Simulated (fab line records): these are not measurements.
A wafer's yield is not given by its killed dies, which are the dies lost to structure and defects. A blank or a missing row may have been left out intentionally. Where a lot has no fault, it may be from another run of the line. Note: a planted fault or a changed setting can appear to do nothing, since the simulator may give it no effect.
Matching of chambers / flow nand_harc / 4 sister chambers for NHARC_A_BLC_ALD_23 on ald_metal-04
The step deposits TiN, target thk 3 nm, pulse time 1 s, ald cycles 150. 22 wafers are shown with their chamber, then 11 later ones without.

== EACH WAFER AND ITS CHAMBER ==
wafer=L074.3; chamber=3; heater_power_w (W)=1162; precursor_pulse_height_rel=0.987
wafer=L074.4; chamber=2; heater_power_w (W)=1071; precursor_pulse_height_rel=0.998
wafer=L074.5; chamber=3; heater_power_w (W)=1174; precursor_pulse_height_rel=1.000
wafer=L081.2; chamber=1; heater_power_w (W)=1064; precursor_pulse_height_rel=1.000
wafer=L081.4; chamber=2; heater_power_w (W)=1121; precursor_pulse_height_rel=1.010
wafer=L081.6; chamber=1; heater_power_w (W)=1060; precursor_pulse_height_rel=1.003
wafer=L084.1; chamber=2; heater_power_w (W)=1125; precursor_pulse_height_rel=0.985
wafer=L084.3; chamber=1; heater_power_w (W)=1079; precursor_pulse_height_rel=0.995
wafer=L084.4; chamber=3; heater_power_w (W)=1108; precursor_pulse_height_rel=0.979
wafer=L087.1; chamber=0; heater_power_w (W)=1033; precursor_pulse_height_rel=0.984
wafer=L087.3; chamber=2; heater_power_w (W)=1111; precursor_pulse_height_rel=0.995
wafer=L087.6; chamber=1; heater_power_w (W)=1101; precursor_pulse_height_rel=0.965
wafer=L087.2; chamber=3; heater_power_w (W)=1109; precursor_pulse_height_rel=0.980
wafer=L087.4; chamber=1; heater_power_w (W)=1090; precursor_pulse_height_rel=0.990
wafer=L087.5; chamber=0; heater_power_w (W)=1058; precursor_pulse_height_rel=1.020
wafer=L089.3; chamber=2; heater_power_w (W)=1102; precursor_pulse_height_rel=1.026
wafer=L089.5; chamber=3; heater_power_w (W)=1097; precursor_pulse_height_rel=1.030
wafer=L089.6; chamber=0; heater_power_w (W)=1047; precursor_pulse_height_rel=0.987
wafer=L090.1; chamber=1; heater_power_w (W)=1100; precursor_pulse_height_rel=0.997
wafer=L090.4; chamber=2; heater_power_w (W)=1129; precursor_pulse_height_rel=0.991
wafer=L090.5; chamber=3; heater_power_w (W)=1097; precursor_pulse_height_rel=1.025
wafer=L090.2; chamber=3; heater_power_w (W)=1141; precursor_pulse_height_rel=0.981

SIGNATURES, as means of the wafers listed above
reading=heater_power_w; chamber 0=1046.00; chamber 1=1082.33; chamber 2=1109.83; chamber 3=1126.86; scatter within a chamber=23.9
reading=precursor_pulse_height_rel; chamber 0=0.99700; chamber 1=0.99167; chamber 2=1.00083; chamber 3=0.99743; scatter within a chamber=0.0178
Rule: distance of a wafer from a chamber = root of the sum over the readings of ((wafer's reading minus chamber's mean) / reading's scatter) squared. If the next closest chamber is less than 2 further off than the closest, the wafer can't be placed; otherwise it belongs to the closest. The scatter is the square root of a quotient: the sum, over the shown wafers, of each reading's squared deviation from its chamber's mean, divided by wafers minus chambers.

== WAFERS WHOSE CHAMBER IS MISSING ==
wafer=L090.3; heater_power_w (W)=1012; precursor_pulse_height_rel=1.000
wafer=L090.6; heater_power_w (W)=1097; precursor_pulse_height_rel=0.991
wafer=L092.3; heater_power_w (W)=1032; precursor_pulse_height_rel=1.012
wafer=L092.5; heater_power_w (W)=1140; precursor_pulse_height_rel=1.004
wafer=L092.6; heater_power_w (W)=1059; precursor_pulse_height_rel=0.993
wafer=L097.1; heater_power_w (W)=1116; precursor_pulse_height_rel=1.002
wafer=L097.2; heater_power_w (W)=1088; precursor_pulse_height_rel=0.988
wafer=L097.6; heater_power_w (W)=1096; precursor_pulse_height_rel=1.003
wafer=L096.2; heater_power_w (W)=1130; precursor_pulse_height_rel=1.013
wafer=L096.4; heater_power_w (W)=1126; precursor_pulse_height_rel=0.987
wafer=L096.5; heater_power_w (W)=1039; precursor_pulse_height_rel=0.990

== CHAMBER TAKEN BY EACH ==
wafer=L090.3; from the rows above=can't be placed: 0 or 1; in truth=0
wafer=L090.6; from the rows above=can't be placed: 1 or 2 or 3 or 0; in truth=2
wafer=L092.3; from the rows above=can't be placed: 0 or 1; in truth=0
wafer=L092.5; from the rows above=can't be placed: 3 or 2 or 1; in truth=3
wafer=L092.6; from the rows above=can't be placed: 0 or 1 or 2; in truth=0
wafer=L097.1; from the rows above=can't be placed: 2 or 3 or 1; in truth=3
wafer=L097.2; from the rows above=can't be placed: 1 or 2 or 3 or 0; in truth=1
wafer=L097.6; from the rows above=can't be placed: 2 or 1 or 3 or 0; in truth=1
wafer=L096.2; from the rows above=can't be placed: 3 or 2 or 1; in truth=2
wafer=L096.4; from the rows above=can't be placed: 3 or 2 or 1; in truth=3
wafer=L096.5; from the rows above=can't be placed: 0 or 1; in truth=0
Correct placement for 0 of the 11. Unplaceable from these rows: 11, with the true chamber sitting among the candidates in 11. 0 placed wrongly.
